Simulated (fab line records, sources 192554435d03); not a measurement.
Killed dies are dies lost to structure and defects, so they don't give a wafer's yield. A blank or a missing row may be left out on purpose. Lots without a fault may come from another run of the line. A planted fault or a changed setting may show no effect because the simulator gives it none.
A struck lot beside a sound one | flow n5_finfet | 15 steps out of a route of 1938
Sound: wafers L552.2, L552.3, L552.5. Struck: wafers L562.1, L562.2, L562.5. The cause comes at the end.
At each step with rows: each side's tool, then ch and its chambers, then its first start. Under that, the readings that differ: sound wafers | struck wafers | difference of the means | sigmas: that difference in standard deviations of wafers without a fault.
alike: readings whose means differ by less than 2 such deviations, and words and numbers that are the same on both sides. not compared: withheld readings, readings that some wafer has no value for, bounds like >300 that may hide the same value, and numbers for which the record gives no deviation and whose values overlap.
The two part at a step that has a row with sigmas, a row that says differs or no value, or rows on one side only. Numbers that don't overlap but have no deviation are shown without sigmas and don't part them. A reading that every wafer of one side lacks parts them only if that side has two wafers or more.

first, 8 steps without rows for these wafers: N5_MIM_BOT_LITHO_HMDS_01 (time 60 s); N5_MIM_BOT_LITHO_COAT_02; N5_MIM_BOT_LITHO_EBR_04; N5_MIM_BOT_LITHO_SOFTBAKE_03 (time 90 s); N5_MIM_BOT_LITHO_EXPOSE_05 (exposes mask MIM BOT); N5_MIM_BOT_LITHO_PEB_06; N5_MIM_BOT_LITHO_DEVELOP_07 (develop time 60 s); N5_MIM_BOT_LITHO_HARDBAKE_09 (time 120 s).
N5_MIM_BOT_LITHO_CD_MEAS_08: target cd 3000 nm.
  sound on cd_sem-01 ch 0, day 12 10:29; struck on cd_sem-01 ch 0, day 14 15:46
  alike: cd_nm
N5_MIM_BOT_LITHO_OVL_MEAS_11:
  sound on overlay-02 ch 0, day 12 10:31; struck on overlay-02 ch 0, day 14 15:47
  alike: MIM_BOT_OVL
N5_MIM_BOT_LITHO_INSPECT_12: inspects for defects (macro).
  sound on defect_inspect-02, day 12 10:32; struck on defect_inspect-01, day 14 15:49
  alike: raw_defect_count
N5_MIM_BOT_LITHO_DESCUM_10: chemistry O2, time 7.9 s.
  sound on rie_diel-04 ch 2,3, day 12 10:34; struck on rie_diel-02 ch 2,3, day 14 15:52
  reading                         | sound          | struck         | difference | sigmas
  showerhead_plenum_p_Torr (Torr) | 2.18 2.24 2.24 | 2.03 2.04 2.03 | -0.19      | -3
  alike: drypump_motor_current_A, oes_product_au, rf_vpp_V, throttle_valve_pct
  not compared: rf_hours_counter_h
N5_MIM_BOT_ETCH_ETCH_04: etches SiNx in CF4/O2, target depth 26 nm, time 13 s.
  sound on rie_diel-04 ch 2,3, day 12 10:38; struck on rie_diel-02 ch 2,3, day 14 15:56
  reading                         | sound               | struck            | difference | sigmas
  cf4_flow_sccm (sccm)            | 100.22 100.24 99.83 | 69.71 69.89 70.13 | -30.19     | -99 or more
  oes_ar_750_au (a.u.)            | 0.79 0.93 0.93      | 1.05 1.09 1.04    | +0.18      | +2
  oes_o_777_au (a.u.)             | 0.77 0.93 0.92      | 1.25 1.28 1.26    | +0.39      | +5
  showerhead_plenum_p_Torr (Torr) | 2.30 2.35 2.35      | 1.93 1.97 1.93    | -0.39      | -5
  throttle_valve_pct (%)          | 16.02 15.47 15.49   | 14.71 14.57 14.73 | -0.99      | -6
  model.etch.depth_nm (nm)        | 26.3 27.72 27.81    | 23.72 24.26 23.92 | -3.31      |
  alike: drypump_motor_current_A, oes_f_703_au, oes_product_au, rf_vpp_V
  not compared: rf_hours_counter_h
N5_MIM_BOT_ETCH_ETCH_03: etches the open film in Cl2/BCl3, target depth 12 nm.
  sound on rie_metal-03 ch 0,1, day 12 10:44; struck on rie_metal-03 ch 0,1, day 14 16:02
  alike: drypump_motor_current_A, oes_product_au, throttle_valve_pct
  not compared: rf_hours_counter_h
N5_PASSIVATION_PROBE_49:
  the record has rows for the sound wafers here (prober-02, day 12 19:03) and none for the struck ones

WHERE THEY PART
First at N5_MIM_BOT_LITHO_DESCUM_10; last, within this record, at N5_PASSIVATION_PROBE_49.

WHY: what the simulator had put in
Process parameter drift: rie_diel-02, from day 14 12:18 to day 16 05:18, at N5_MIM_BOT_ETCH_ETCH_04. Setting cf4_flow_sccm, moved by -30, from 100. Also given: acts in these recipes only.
